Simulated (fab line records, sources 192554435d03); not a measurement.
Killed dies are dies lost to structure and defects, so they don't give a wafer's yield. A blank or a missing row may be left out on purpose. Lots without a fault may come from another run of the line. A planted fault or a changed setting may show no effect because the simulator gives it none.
Split-lot experiment | flow n5_finfet | 7 lots, 21 wafers read, on a route of 1938 steps

THE SPLIT
At N5_BEOL_M10_EXPOSE_25 (exposes mask V9), the setting dose_mj was moved away from the recipe's 85.5 on 4 of the 21 wafers read, by +2.3% to +6.0%. The other wafers ran this setting at the recipe's value.

FROM THE SPLIT TO THE READING: what the file shows between them, 2 steps
- N5_BEOL_M10_PEB_26: peb time 60 s
- N5_BEOL_M10_DEVELOP_27: develop time 30 s

THE READING
cd_nm, in nm, at N5_BEOL_M10_CD_MEAS_28 (target cd 70 nm). Fault-free wafers of this fab line usually give 70.1 nm, standard deviation 0.98 nm.

wafer  | tool, chamber at the split | dose_mj as run | against the recipe | cd_nm, nm | against lot-mates on the recipe
L079.3 | arfi_scanner-03, 0         | 85.5           | recipe             | 69.5      | -
L079.5 | arfi_scanner-03, 0         | 85.5           | recipe             | 68.3      | -
L079.6 | arfi_scanner-03, 0         | 89.68          | +4.9%              | 74.7      | +5.8
L081.2 | arfi_scanner-01, 0         | 85.5           | recipe             | 70.9      | -
L081.4 | arfi_scanner-01, 0         | 85.5           | recipe             | 71.9      | -
L081.6 | arfi_scanner-01, 0         | 85.5           | recipe             | 71.0      | -
L090.1 | arfi_scanner-01, 0         | 85.5           | recipe             | 70.0      | -
L090.2 | arfi_scanner-01, 0         | 85.5           | recipe             | 69.2      | -
L090.6 | arfi_scanner-01, 0         | 85.5           | recipe             | 70.4      | -
L087.2 | arfi_scanner-02, 0         | 87.43          | +2.3%              | 69.9      | +0.3
L087.3 | arfi_scanner-02, 0         | 87.43          | +2.3%              | 71.3      | +1.7
L087.6 | arfi_scanner-02, 0         | 85.5           | recipe             | 69.6      | -
L091.1 | arfi_scanner-02, 0         | 85.5           | recipe             | 69.7      | -
L091.4 | arfi_scanner-02, 0         | 85.5           | recipe             | 68.8      | -
L091.5 | arfi_scanner-02, 0         | 85.5           | recipe             | 68.7      | -
L097.3 | arfi_scanner-01, 0         | 90.67          | +6.0%              | 75.9      | +6.1
L097.4 | arfi_scanner-01, 0         | 85.5           | recipe             | 70.6      | -
L097.5 | arfi_scanner-01, 0         | 85.5           | recipe             | 69.0      | -
L096.3 | arfi_scanner-01, 0         | 85.5           | recipe             | 68.9      | -
L096.5 | arfi_scanner-01, 0         | 85.5           | recipe             | 68.8      | -
L096.6 | arfi_scanner-01, 0         | 85.5           | recipe             | 70.1      | -

THE FIT
A straight line over all 21 wafers: cd_nm changes by +0.946 nm for each +1% of dose_mj; r = +0.85; the points scatter about the line by 1 nm.
The same after taking each lot's own level away (the mean of its wafers on the recipe; 21 wafers): +1 nm for each +1%; r = +0.93; scatter 0.72 nm.
On that fit, the largest move of dose_mj shifts the reading by 6.1 nm.
The lots' own levels span 68.90 to 71.27 nm, that is 2.4 times the standard deviation above.
So the lot-to-lot level changes the slope little: the two slopes agree.
Check: with one of the wafers moved furthest among these (+6.0%) left out of the fit, the line predicts +5.88 nm for it against its lot-mates. It came out at +6.1 nm against them.

OTHER SPLITS ON THESE WAFERS
These wafers also went through other splits before the reading. Each is held against what the fit with the lots' levels taken away leaves over:
other split on the same wafers | wafers away from the commonest value | r with cd_nm (lot level and that fit taken away)
N5_BEOL_M9_ILD_DEP_00 time_s   | 6                                    | -0.28
N5_BEOL_M9_PECVD_70 temp_c     | 7                                    | -0.17
N5_BEOL_M9_EXPOSE_25 dose_mj   | 7                                    | -0.12
N5_BEOL_M9_ETCH_66 time_s      | 5                                    | +0.02
N5_BEOL_M10_COAT_64 spin_rpm   | 3                                    | -0.21

THE FILE'S OWN FIT
cd_nm changes by +1.03 nm for each +1% of dose_mj, r = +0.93.
